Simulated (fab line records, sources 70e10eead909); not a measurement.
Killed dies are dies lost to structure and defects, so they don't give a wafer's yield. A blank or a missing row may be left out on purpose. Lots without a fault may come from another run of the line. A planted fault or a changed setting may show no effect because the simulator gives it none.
Which tool did it? | flow nand_harc | 14 lots, 42 wafers sampled, at 5 steps of a route of 1159

WHAT THE GAUGES READ, wafer by wafer
NHARC_A_M0_CD_MEAS_09: target cd 80 nm.
lot  | measured     | on        | cd_nm (nm)
L624 | day 17 22:16 | cd_sem-01 | 79.7 80.5 80.8
L625 | day 18 00:39 | cd_sem-02 | 80.6 80.6 80.1
L626 | day 18 03:29 | cd_sem-01 | 80.0 79.9 80.3
L627 | day 18 19:56 | cd_sem-03 | 79.2 80.3 79.7
L629 | day 18 21:01 | cd_sem-01 | 79.4 79.1 79.5
L631 | day 19 01:29 | cd_sem-03 | 81.0 80.4 80.6
L630 | day 19 09:35 | cd_sem-02 | 80.3 80.1 80.3
L632 | day 20 04:29 | cd_sem-01 | 79.9 80.2 80.5
L634 | day 20 07:17 | cd_sem-03 | 80.3 80.0 79.9
L643 | day 22 03:22 | cd_sem-01 | 62.0 62.1 62.2
L642 | day 22 20:41 | cd_sem-02 | 79.4 79.6 78.9
L639 | day 22 21:05 | cd_sem-02 | 69.1 69.4 69.5
L644 | day 22 23:58 | cd_sem-01 | 79.8 79.9 80.2
L647 | day 23 04:35 | cd_sem-01 | 80.6 81.0 81.3

NHARC_A_M0_INSPECT_11.
lot  | measured     | on                | raw_defect_count
L624 | day 17 22:23 | defect_inspect-01 | 24 22 19
L625 | day 18 00:47 | defect_inspect-01 | 12 10 5
L626 | day 18 03:38 | defect_inspect-01 | 19 18 21
L627 | day 18 20:03 | defect_inspect-02 | 8 10 5
L629 | day 18 21:09 | defect_inspect-02 | 42 41 20
L631 | day 19 01:37 | defect_inspect-02 | 19 16 14
L630 | day 19 09:43 | defect_inspect-02 | 29 31 25
L632 | day 20 04:36 | defect_inspect-02 | 23 29 14
L634 | day 20 07:25 | defect_inspect-02 | 14 18 17
L643 | day 22 03:29 | defect_inspect-01 | 22 21 13
L642 | day 22 20:48 | defect_inspect-01 | 51 59 57
L639 | day 22 21:12 | defect_inspect-01 | 26 29 32
L644 | day 23 00:06 | defect_inspect-01 | 64 50 55
L647 | day 23 04:43 | defect_inspect-01 | 26 19 18

WHICH TOOL RAN EACH LOT (tool, then ch and the chambers of the sampled wafers, then the start)
lot  | NHARC_A_BLC_DESCUM_15              | NHARC_A_BLC_ETCH_16                | NHARC_A_M0_EXPOSE_06
L624 | rie_diel-02 ch 0,1,3, day 17 15:35 | rie_diel-02 ch 1,2,3, day 17 15:40 | arfi_scanner-02 ch 0, day 17 22:07
L625 | rie_diel-02 ch 0,1, day 17 20:46   | rie_diel-02 ch 0,1,3, day 17 20:52 | arfi_scanner-02 ch 0, day 18 00:31
L626 | rie_diel-02 ch 1,2, day 17 23:32   | rie_diel-02 ch 1,2,3, day 17 23:38 | arfi_scanner-01 ch 0, day 18 03:21
L627 | rie_diel-09 ch 1,2,3, day 18 10:59 | rie_diel-09 ch 0,1,2, day 18 11:05 | arfi_scanner-02 ch 0, day 18 19:47
L629 | rie_diel-05 ch 0,1, day 18 17:04   | rie_diel-05 ch 1,3, day 18 17:11   | arfi_scanner-01 ch 0, day 18 20:52
L631 | rie_diel-02 ch 0,1,2, day 18 21:37 | rie_diel-02 ch 1,2, day 18 21:41   | arfi_scanner-02 ch 0, day 19 01:22
L630 | rie_diel-05 ch 1,2,3, day 19 05:15 | rie_diel-05 ch 0,1,3, day 19 05:23 | arfi_scanner-02 ch 0, day 19 09:26
L632 | rie_diel-02 ch 1,2,3, day 19 17:55 | rie_diel-02 ch 1,3, day 19 17:58   | arfi_scanner-03 ch 0, day 20 04:20
L634 | rie_diel-02 ch 0,3, day 20 02:31   | rie_diel-02 ch 0,2,3, day 20 02:37 | arfi_scanner-02 ch 0, day 20 07:08
L643 | rie_diel-02 ch 1,2,3, day 21 23:28 | rie_diel-02 ch 0,1,2, day 21 23:33 | arfi_scanner-01 ch 0, day 22 03:13
L642 | rie_diel-09 ch 2,3, day 22 12:46   | rie_diel-09 ch 1,3, day 22 12:53   | arfi_scanner-03 ch 0, day 22 20:32
L639 | rie_diel-09 ch 2,3, day 22 15:27   | rie_diel-09 ch 1,2,3, day 22 15:34 | arfi_scanner-01 ch 0, day 22 20:56
L644 | rie_diel-02 ch 0,2,3, day 22 16:10 | rie_diel-02 ch 0,2, day 22 16:16   | arfi_scanner-03 ch 0, day 22 23:50
L647 | rie_diel-02 ch 0,2, day 23 00:29   | rie_diel-02 ch 0,2,3, day 23 00:35 | arfi_scanner-03 ch 0, day 23 04:26
- NHARC_A_BLC_DESCUM_15: chemistry O2, time 3 s.
- NHARC_A_BLC_ETCH_16: etches the open film in CF4, target depth 39 nm, time 65 s.
- NHARC_A_M0_EXPOSE_06: exposes mask A M0, target cd 80 nm.

WHAT THE TOOLS THEMSELVES READ (means of the sampled wafers that have a number; where no wafer has one, the mark that the record gives instead)
NHARC_A_BLC_DESCUM_15.
lot  | tool        | drypump_motor_current_A (A) | oes_product_au (a.u.) | rf_vpp_V (V) | showerhead_plenum_p_Torr (Torr) | throttle_valve_pct (%)
L624 | rie_diel-02 | 5.6                         | 1.005                 | 57.0         | 1.85                            | 11.320
L625 | rie_diel-02 | 5.6                         | 0.995                 | 57.3         | 1.86                            | 11.319
L626 | rie_diel-02 | 5.6                         | 1.004                 | 57.4         | 1.84                            | 11.310
L627 | rie_diel-09 | 5.7                         | 0.991                 | 58.4         | 1.98                            | 11.318
L629 | rie_diel-05 | 6.1                         | 1.006                 | 58.3         | 1.93                            | 11.318
L631 | rie_diel-02 | 5.4                         | 0.997                 | 57.9         | 1.83                            | 11.308
L630 | rie_diel-05 | 5.8                         | 0.995                 | 57.8         | 1.88                            | 11.303
L632 | rie_diel-02 | 5.7                         | 1.008                 | 57.0         | 1.83                            | 11.310
L634 | rie_diel-02 | 5.7                         | 0.997                 | 57.8         | 1.85                            | 11.316
L643 | rie_diel-02 | 5.7                         | 1.001                 | 56.6         | 1.83                            | 11.310
L642 | rie_diel-09 | 6.0                         | 0.998                 | 58.8         | 2.01                            | 11.313
L639 | rie_diel-09 | 6.1                         | 0.999                 | 58.8         | 2.01                            | 11.311
L644 | rie_diel-02 | 5.5                         | 1.005                 | 57.2         | 1.82                            | 11.297
L647 | rie_diel-02 | 5.2                         | 1.001                 | 57.3         | 1.79                            | 11.324

NHARC_A_BLC_ETCH_16.
lot  | tool        | drypump_motor_current_A (A) | oes_product_au (a.u.) | rf_vpp_V (V) | showerhead_plenum_p_Torr (Torr) | throttle_valve_pct (%)
L624 | rie_diel-02 | 5.7                         | 0.993                 | 149.6        | 1.70                            | 13.289
L625 | rie_diel-02 | 5.6                         | 0.998                 | 151.0        | 1.72                            | 13.288
L626 | rie_diel-02 | 5.7                         | 0.996                 | 150.4        | 1.70                            | 13.277
L627 | rie_diel-09 | 5.5                         | 0.993                 | 151.8        | 1.76                            | 13.287
L629 | rie_diel-05 | 6.0                         | 1.001                 | 151.0        | 1.71                            | 13.278
L631 | rie_diel-02 | 5.6                         | 0.994                 | 150.6        | 1.70                            | 13.294
L630 | rie_diel-05 | 6.0                         | 1.011                 | 150.9        | 1.75                            | 13.286
L632 | rie_diel-02 | 5.8                         | 1.005                 | 150.3        | 1.73                            | 13.291
L634 | rie_diel-02 | 5.5                         | 1.003                 | 149.7        | 1.69                            | 13.284
L643 | rie_diel-02 | 5.4                         | 1.010                 | 150.3        | 1.69                            | 13.282
L642 | rie_diel-09 | 5.4                         | 1.001                 | 151.9        | 1.85                            | 13.278
L639 | rie_diel-09 | 5.7                         | 0.993                 | 151.9        | 1.83                            | 13.285
L644 | rie_diel-02 | 5.3                         | 1.006                 | 149.5        | 1.66                            | 13.286
L647 | rie_diel-02 | 5.5                         | 1.001                 | 150.8        | 1.69                            | 13.284

NHARC_A_M0_EXPOSE_06.
lot  | tool            | exposure_dose_mJ_cm2 | reticle_temp_C (C)
L624 | arfi_scanner-02 | 83.19                | 23.00
L625 | arfi_scanner-02 | 83.22                | 22.86
L626 | arfi_scanner-01 | 83.25                | 23.00
L627 | arfi_scanner-02 | 83.25                | 23.01
L629 | arfi_scanner-01 | 83.27                | 23.10
L631 | arfi_scanner-02 | 83.23                | 22.98
L630 | arfi_scanner-02 | 83.27                | 22.94
L632 | arfi_scanner-03 | 83.37                | 22.96
L634 | arfi_scanner-02 | 83.21                | 23.07
L643 | arfi_scanner-01 | 62.71                | 23.00
L642 | arfi_scanner-03 | 83.34                | 23.04
L639 | arfi_scanner-01 | 69.99                | 22.90
L644 | arfi_scanner-03 | 83.32                | 23.07
L647 | arfi_scanner-03 | 83.35                | 23.15

THE ANSWER, worked out from the rows above alone
Rule: what is usual is taken from the lots themselves. Put in order of their means at a reading, lots are off if they are a third of the lots or fewer, leave a main group of 4 or more, and stand apart from it by a gap of 3 or more times the standard deviation of the main group's means; of several such gaps the widest counts. A main group whose means are all the same, to the digits that the tables above print for the reading, isn't used. A lot without any number at a reading at which 4 lots or more have one is off too. The other lots that the step has rows for count as sound. The gauges are gone through in route order, then the tools' own readings, and for those a lot's mean is taken as printed above. The first step at which some lot is off is used, and at that step the reading that is off furthest; a lot without a number counts as furthest.
Off: L643, L639, at NHARC_A_M0_CD_MEAS_09 (cd_nm). The main group: mean 80.1 nm, standard deviation 0.47.
A tool fits if, at a process step before that reading, it ran every lot that is off, and no sound lot after the first of them. The gauges at NHARC_A_M0_CD_MEAS_09 aren't tried: what is off there is off at NHARC_A_M0_EXPOSE_06 too, on other tools, and a gauge's error can't cause that. One fits: arfi_scanner-01 at NHARC_A_M0_EXPOSE_06. Its last sound lot is L629 (day 18 20:52), its first lot that is off L643 (day 22 03:13): a fault that began between those two fits.
The tool's own readings at NHARC_A_M0_EXPOSE_06 bear it out: on the lots that are off they differ by more than 5 times the standard deviation of the sound lots' means. exposure_dose_mJ_cm2 reads 66.35 there against 83.27 on the sound lots.

WHAT THE SIMULATOR HAD PUT IN
Process parameter drift: arfi_scanner-01, from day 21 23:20 on, at NHARC_A_M0_EXPOSE_06. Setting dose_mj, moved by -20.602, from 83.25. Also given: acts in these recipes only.
Lots struck among those shown: L643, L639. The rule above found the same.
